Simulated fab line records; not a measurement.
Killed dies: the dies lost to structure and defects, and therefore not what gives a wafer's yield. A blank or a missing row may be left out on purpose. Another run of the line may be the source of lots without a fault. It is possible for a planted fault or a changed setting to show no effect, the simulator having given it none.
What tool caused it? | flow nand harc | 36 wafers from 12 lots sampled at 5 of the route's 1302 steps

## WHAT THE GAUGES SHOWED, per wafer
NHARC_P_START_INSPECT_01.
lot  | measured     | on                | raw defect count
L434 | day 1 20:02  | defect inspect-01 | 4 4 2
L435 | day 2 06:02  | defect inspect-01 | 4 5 3
L437 | day 3 02:02  | defect inspect-02 | 12 3 6
L438 | day 3 12:02  | defect inspect-01 | 5 4 5
L439 | day 3 22:02  | defect inspect-01 | 2 5 3
L443 | day 5 14:02  | defect inspect-02 | 4 6 4
L444 | day 6 00:02  | defect inspect-02 | 5 3 5
L447 | day 7 06:02  | defect inspect-02 | 5 7 5
L451 | day 8 22:02  | defect inspect-02 | 5 2 2
L453 | day 9 18:02  | defect inspect-02 | 6 6 4
L455 | day 10 14:02 | defect inspect-02 | 4 3 4
L457 | day 11 10:03 | defect inspect-01 | 1 4 6

NHARC_P_STI_CD_MEAS_09 targets a cd of 200 nm.
lot  | measured     | on        | cd nm (nm)
L434 | day 2 20:40  | cd sem-01 | 197.4 200.0 203.0
L435 | day 3 05:07  | cd sem-02 | 200.1 204.8 204.4
L437 | day 4 02:38  | cd sem-03 | 199.1 198.3 199.8
L438 | day 4 11:20  | cd sem-02 | 196.6 199.6 199.5
L439 | day 4 23:17  | cd sem-01 | 200.8 197.1 199.2
L443 | day 6 16:40  | cd sem-01 | 187.9 188.8 186.9
L444 | day 7 04:27  | cd sem-03 | 196.3 199.3 195.3
L447 | day 8 04:38  | cd sem-01 | 189.2 188.4 189.2
L451 | day 9 22:44  | cd sem-03 | 198.7 198.7 200.9
L453 | day 10 16:17 | cd sem-02 | 201.9 202.2 199.6
L455 | day 11 15:32 | cd sem-02 | 199.4 197.1 200.7
L457 | day 12 10:59 | cd sem-02 | 202.6 201.9 202.1

NHARC_P_STI_OCD_MEAS_17.
lot  | measured     | on     | trench depth nm (nm) | trench foot cd nm (nm)
L434 | day 2 21:27  | ocd-01 | 306 309 303          | 155.1 156.6 160.1
L435 | day 3 05:53  | ocd-01 | 308 310 302          | 157.1 161.1 162.1
L437 | day 4 03:25  | ocd-01 | 306 308 304          | 156.1 155.4 157.0
L438 | day 4 12:07  | ocd-02 | 294 302 300          | 156.2 156.9 157.5
L439 | day 5 00:07  | ocd-02 | 310 306 305          | 157.7 154.1 156.7
L443 | day 6 17:29  | ocd-01 | 298 299 296          | 146.1 146.9 145.5
L444 | day 7 05:16  | ocd-01 | 305 293 291          | 153.7 158.8 154.7
L447 | day 8 05:25  | ocd-02 | 300 296 302          | 147.5 147.4 147.2
L451 | day 9 23:32  | ocd-01 | 292 299 300          | 157.4 156.9 159.0
L453 | day 10 17:04 | ocd-01 | 301 307 292          | 160.0 159.4 158.4
L455 | day 11 16:19 | ocd-02 | 285 298 301          | 160.1 155.3 158.3
L457 | day 12 11:53 | ocd-01 | 304 295 303          | 160.1 161.1 160.3

NHARC_P_GATE_CD_MEAS_26 targets a cd of 120 nm.
lot  | measured     | on        | cd nm (nm)
L434 | day 5 01:13  | cd sem-01 | 119.4 118.9 119.9
L435 | day 5 07:04  | cd sem-01 | 119.7 120.1 120.7
L437 | day 6 12:47  | cd sem-02 | 119.7 119.1 119.7
L438 | day 6 17:10  | cd sem-03 | 119.6 120.5 120.8
L439 | day 7 04:50  | cd sem-03 | 119.3 119.8 119.4
L443 | day 8 21:34  | cd sem-03 | 120.5 119.8 120.2
L444 | day 9 10:58  | cd sem-03 | 120.0 120.0 119.3
L447 | day 10 15:25 | cd sem-03 | 120.2 119.8 119.4
L451 | day 12 03:53 | cd sem-03 | 120.2 119.5 119.1
L453 | day 12 17:42 | cd sem-02 | 120.3 118.8 119.2
L455 | day 13 22:31 | cd sem-02 | 119.5 119.3 118.7
L457 | day 14 20:56 | cd sem-01 | 119.2 119.7 119.8

## WHICH TOOL RAN EACH LOT (tool, then ch and the chambers of the sampled wafers, then the start)
lot  | NHARC_P_STI_EXPOSE_06
L434 | krf scanner-01 ch 0, day 2 20:31
L435 | krf scanner-01 ch 0, day 3 04:58
L437 | krf scanner-01 ch 0, day 4 02:29
L438 | krf scanner-04 ch 0, day 4 11:11
L439 | krf scanner-03 ch 0, day 4 23:08
L443 | krf scanner-01 ch 0, day 6 16:32
L444 | krf scanner-04 ch 0, day 7 04:18
L447 | krf scanner-01 ch 0, day 8 04:29
L451 | krf scanner-03 ch 0, day 9 22:36
L453 | krf scanner-04 ch 0, day 10 16:08
L455 | krf scanner-04 ch 0, day 11 15:23
L457 | krf scanner-04 ch 0, day 12 10:50
- NHARC_P_STI_EXPOSE_06: exposes mask P STI, target cd 200 nm.

## AS READ BY THE TOOLS THEMSELVES (means over the sampled wafers that have a number; for cases with no such wafer, the mark the record gives instead)
NHARC_P_STI_EXPOSE_06.
lot  | tool           | exposure dose mJ cm2
L434 | krf scanner-01 | 37.59
L435 | krf scanner-01 | 37.62
L437 | krf scanner-01 | 37.62
L438 | krf scanner-04 | 37.65
L439 | krf scanner-03 | 37.69
L443 | krf scanner-01 | 35.86
L444 | krf scanner-04 | 37.72
L447 | krf scanner-01 | 36.18
L451 | krf scanner-03 | 37.67
L453 | krf scanner-04 | 37.73
L455 | krf scanner-04 | 37.74
L457 | krf scanner-04 | 37.65

## THE ANSWER, worked out from the rows above alone
Rule: usual is defined by the lots themselves. Put in order of their means at a reading, lots are off if they are a third of the lots or fewer, leave a main group of 4 or more, and stand apart from it by a gap of 3 or more times the standard deviation of the main group's means; of several such gaps the widest counts. A main group is skipped when, at the precision printed for the reading in the tables above, its means are all equal. Also off: a lot with no number at a reading for which 4 or more lots have one. The other lots that the step has rows for count as sound. The gauges are gone through in route order, then the tools' own readings, and for those a lot's mean is taken as printed above. The first step at which some lot is off is used, and at that step the reading that is off furthest; a lot without a number counts as furthest.
Off at NHARC_P_STI_CD_MEAS_09 (cd nm): L443, L447. For the main group the mean is 199.9 nm and the standard deviation 1.7.
A tool fits if, at a process step before that reading, it ran every lot that is off, and no sound lot after the first of them. Not tried: the gauges at NHARC_P_STI_CD_MEAS_09; whatever is off there is also off at NHARC_P_STI_OCD_MEAS_17, on other tools, and gauge error can't account for it. One fits: NHARC_P_STI_EXPOSE_06 on krf scanner-01. A fault onset in the window from L437 (day 4 02:29, its last sound lot) to L443 (day 6 16:32, its first lot off) fits.
The tool's own readings at NHARC_P_STI_EXPOSE_06 bear it out: on the lots that are off they differ by more than 5 times the standard deviation of the sound lots' means. exposure dose mJ cm2 reads 36.02 there against 37.67 on the sound lots.

## WHAT THE SIMULATOR HAD INSERTED
Drift in process parameters on krf scanner-01 at NHARC_P_STI_EXPOSE_06, starting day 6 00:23. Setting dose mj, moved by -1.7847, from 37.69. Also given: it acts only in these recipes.
Struck lots among those shown: L443, L447. The same result came from the rule above.
